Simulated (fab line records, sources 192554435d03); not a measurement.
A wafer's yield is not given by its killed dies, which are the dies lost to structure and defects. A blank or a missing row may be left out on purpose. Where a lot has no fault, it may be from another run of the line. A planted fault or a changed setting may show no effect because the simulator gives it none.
Which of the tools did it?	flow n5_finfet	10 lots with 29 wafers sampled at 5 steps, on a route of 1938 steps

WHAT THE GAUGES SHOWED, per wafer
Not one reading of a measure or inspect step in the record can be checked against a usual standard deviation.

WHICH TOOL RAN EACH LOT (tool, then ch and the chambers of the sampled wafers, then the start)
lot	N5_BEOL_M9_ETCH_61	N5_BEOL_M9_STRIP_67	N5_BEOL_M9_COAT_64	N5_BEOL_M9_DESCUM_33	N5_PASSIVATION_PROBE_49
L554	rie_diel-06 ch 0,3, day 9 13:35	rie_diel-06 ch 0,3, day 9 13:47	litho_track-04 ch 0, day 9 16:17	rie_diel-06 ch 0,3, day 9 17:16	prober-02, day 12 01:34
L557	rie_diel-04 ch 2,3, day 10 05:43	rie_diel-04 ch 2,3, day 10 05:54	litho_track-03 ch 0, day 10 06:17	rie_diel-02 ch 0,1,3, day 10 06:49	prober-02, day 12 15:10
L562	rie_diel-02 ch 0,1, day 11 05:53	rie_diel-02 ch 0,1, day 11 06:05	litho_track-04 ch 0, day 11 09:08	rie_diel-02 ch 0,1, day 11 09:39	-
L561	rie_diel-06 ch 1,2,3, day 11 07:04	rie_diel-06 ch 1,2,3, day 11 07:16	litho_track-03 ch 0, day 11 08:52	rie_diel-06 ch 1,2,3, day 11 09:14	-
L563	rie_diel-06 ch 1,2, day 11 15:17	rie_diel-06 ch 1,2, day 11 15:29	litho_track-02 ch 0, day 11 18:04	rie_diel-02 ch 0,1,3, day 11 18:28	-
L564	rie_diel-04 ch 0,1, day 12 01:05	rie_diel-04 ch 0,1, day 12 01:17	litho_track-04 ch 0, day 12 02:53	rie_diel-02 ch 0,3, day 12 03:23	-
L569	rie_diel-04 ch 0,2,3, day 13 09:32	rie_diel-04 ch 0,2,3, day 13 09:44	litho_track-04 ch 0, day 13 09:59	rie_diel-04 ch 1,2, day 13 10:29	prober-01, day 16 02:19
L573	rie_diel-04 ch 0,1,3, day 15 20:47	rie_diel-04 ch 0,1,3, day 15 20:59	litho_track-04 ch 0, day 15 23:00	rie_diel-06 ch 0,1,3, day 15 23:35	prober-02, day 18 13:11
L574	rie_diel-04 ch 1,3, day 16 00:17	rie_diel-04 ch 1,3, day 16 00:29	litho_track-04 ch 0, day 16 02:26	rie_diel-06 ch 0,2, day 16 02:50	prober-01, day 18 23:35
L577	rie_diel-04 ch 0,2,3, day 17 01:59	rie_diel-04 ch 0,2,3, day 17 02:10	litho_track-04 ch 0, day 17 03:15	rie_diel-04 ch 1,3, day 17 03:48	prober-02, day 20 05:48
- N5_BEOL_M9_ETCH_61: etches SiARC in CF4, target depth 39 nm, time 65 s.
- N5_BEOL_M9_STRIP_67: strips in CF4.
- N5_BEOL_M9_COAT_64: time 60 s, resist thk 12 nm.
- N5_BEOL_M9_DESCUM_33: chemistry O2, time 7 s.
- N5_PASSIVATION_PROBE_49

AS READ BY THE TOOLS THEMSELVES (means over the sampled wafers that have a number; for cases with no such wafer, the mark the record gives instead)
N5_BEOL_M9_ETCH_61. Usual: drypump_motor_current_A 5.6 A, standard deviation 0.49; etch_rf_on_time_s 64.9 s, standard deviation 1.3; oes_product_au 0.66 a.u., standard deviation 0.06; rf_vpp_V 184.2 V, standard deviation 0.95; showerhead_plenum_p_Torr 2.15 Torr, standard deviation 0.048; throttle_valve_pct 15.66 %, standard deviation 0.21.
lot	tool	drypump_motor_current_A (A)	etch_rf_on_time_s (s)	oes_product_au (a.u.)	rf_vpp_V (V)	showerhead_plenum_p_Torr (Torr)	throttle_valve_pct (%)	flag
L554	rie_diel-06	5.6	64.1	0.70	183.8	2.11	15.41	
L557	rie_diel-04	5.2	65.4	0.70	185.2	2.14	15.57	
L562	rie_diel-02	5.6	65.6	0.64	183.4	2.13	15.69	
L561	rie_diel-06	5.9	64.9	0.67	184.8	2.15	15.73	
L563	rie_diel-06	5.7	65.7	0.63	183.5	2.16	15.90	
L564	rie_diel-04	5.8	65.0	0.64	183.5	2.20	15.63	
L569	rie_diel-04	5.1	64.0	0.68	184.4	2.13	15.66	
L573	rie_diel-04	5.5	65.4	0.64	183.9	2.17	15.64	
L574	rie_diel-04	5.6	65.1	0.65	184.8	2.17	15.61	
L577	rie_diel-04	5.1	64.6	0.66	184.0	2.12	15.70	

N5_BEOL_M9_STRIP_67. Usual: drypump_motor_current_A 5.6 A, standard deviation 0.49; oes_product_au 0.77 a.u., standard deviation 0.065; rf_vpp_V 271.2 V, standard deviation 1.2; showerhead_plenum_p_Torr 1.80 Torr, standard deviation 0.042; throttle_valve_pct 13.63 %, standard deviation 0.24.
lot	tool	drypump_motor_current_A (A)	oes_product_au (a.u.)	rf_vpp_V (V)	showerhead_plenum_p_Torr (Torr)	throttle_valve_pct (%)	flag
L554	rie_diel-06	5.6	0.80	271.1	1.76	13.37	
L557	rie_diel-04	5.2	0.82	272.0	1.79	13.50	
L562	rie_diel-02	5.6	0.74	271.6	1.80	13.73	
L561	rie_diel-06	5.8	0.79	271.5	1.80	13.68	
L563	rie_diel-06	5.7	0.74	270.9	1.81	13.90	
L564	rie_diel-04	5.8	0.74	272.5	1.84	13.61	
L569	rie_diel-04	5.1	0.79	270.8	1.78	13.60	
L573	rie_diel-04	5.5	0.75	272.1	1.81	13.61	
L574	rie_diel-04	5.6	0.75	270.7	1.81	13.56	
L577	rie_diel-04	5.1	0.77	270.6	1.77	13.68	

N5_BEOL_M9_COAT_64. Usual: spin_speed_rpm reads 1500.2 rpm (standard deviation 1.1).
lot	tool	spin_speed_rpm (rpm)	flag
L554	litho_track-04	1499.2	
L557	litho_track-03	1499.7	
L562	litho_track-04	1499.4	
L561	litho_track-03	1501.0	
L563	litho_track-02	1499.8	
L564	litho_track-04	1683.7	OFF
L569	litho_track-04	1682.2	OFF
L573	litho_track-04	1499.8	
L574	litho_track-04	1500.1	
L577	litho_track-04	1500.6	

N5_BEOL_M9_DESCUM_33. Usual: drypump_motor_current_A 5.5 A, standard deviation 0.51; oes_product_au 0.78 a.u., standard deviation 0.074; rf_vpp_V 243.3 V, standard deviation 1.1; showerhead_plenum_p_Torr 2.10 Torr, standard deviation 0.053; throttle_valve_pct 20.45 %, standard deviation 0.24.
lot	tool	drypump_motor_current_A (A)	oes_product_au (a.u.)	rf_vpp_V (V)	showerhead_plenum_p_Torr (Torr)	throttle_valve_pct (%)	flag
L554	rie_diel-06	5.6	0.81	243.2	2.05	20.18	
L557	rie_diel-02	5.3	0.73	243.4	2.11	20.48	
L562	rie_diel-02	5.6	0.74	242.3	2.08	20.49	
L561	rie_diel-06	5.8	0.80	242.5	2.10	20.60	
L563	rie_diel-02	5.4	0.73	244.2	2.11	20.48	
L564	rie_diel-02	5.1	0.72	244.8	2.14	20.46	
L569	rie_diel-04	5.4	0.78	243.0	2.07	20.55	
L573	rie_diel-06	5.5	0.81	243.0	2.08	20.28	
L574	rie_diel-06	5.2	0.82	242.9	2.06	20.20	
L577	rie_diel-04	5.6	0.75	243.8	2.14	20.57	

N5_PASSIVATION_PROBE_49. Usual: defect_limited_yield 91.3 %, standard deviation 1.7; killed_at_M0_to_M3 33, standard deviation 9.9; killed_at_M4_up 14, standard deviation 6.4; killed_at_contacts 12, standard deviation 7; killed_at_front_end 41, standard deviation 13; killed_at_other 3.1, standard deviation 2.9; killed_dies 103, standard deviation 20; killed_open 67, standard deviation 14; killed_short 34, standard deviation 9.4; sort_bin_5_function 5.1 %, standard deviation 1.1; sort_bin_6_memory 3.2 %, standard deviation 0.79; sort_bin_8_speed 0.02 %, standard deviation 0.15; sort_n_pass 1077, standard deviation 21; sort_yield_pct 91.2 %, standard deviation 1.7.
lot	tool	defect_limited_yield (%)	killed_at_M0_to_M3	killed_at_M4_up	killed_at_contacts	killed_at_front_end	killed_at_other	killed_dies	killed_open	killed_short	sort_bin_5_function (%)	sort_bin_6_memory (%)	sort_bin_8_speed (%)	sort_n_pass	sort_yield_pct (%)	flag
L554	prober-02	91.3	30	16	22	33	1.0	102	69	32	5.4	3.0	0.00	1078	91.3	
L557	prober-02	91.8	34	11	9	39	3.0	97	66	29	5.1	2.8	0.03	1083	91.8	
L569	prober-01	92.2	19	18	9	41	4.0	92	60	32	4.6	3.0	0.00	1088	92.2	
L573	prober-02	92.5	33	15	4	32	2.7	88	56	31	4.6	2.6	0.00	1092	92.5	
L574	prober-01	92.4	25	15	11	36	2.3	89	65	24	4.1	3.1	0.00	1091	92.4	
L577	prober-02	90.9	31	22	6	42	6.3	107	74	29	4.8	3.8	0.00	1073	90.9	

THE ANSWER, worked out from the rows above alone
Rule: a lot is off if the mean of its wafers that have a number lies more than 3 standard deviations from the usual mean. A lot without any number at a reading at which 4 lots or more have one is off too. All remaining lots with rows at the step are treated as sound. The gauges are gone through in route order, then the tools' own readings, and for those a lot's mean is taken as printed above. The first step at which some lot is off is used, and at that step the reading that is off furthest; a lot without a number counts as furthest.
Off: L564, L569 (N5_BEOL_M9_COAT_64, spin_speed_rpm).
A tool fits if, at that step or a process step before it, it ran every lot that is off, and no sound lot after the first of them. None of those tried fits.

WHAT THE SIMULATOR PUT IN
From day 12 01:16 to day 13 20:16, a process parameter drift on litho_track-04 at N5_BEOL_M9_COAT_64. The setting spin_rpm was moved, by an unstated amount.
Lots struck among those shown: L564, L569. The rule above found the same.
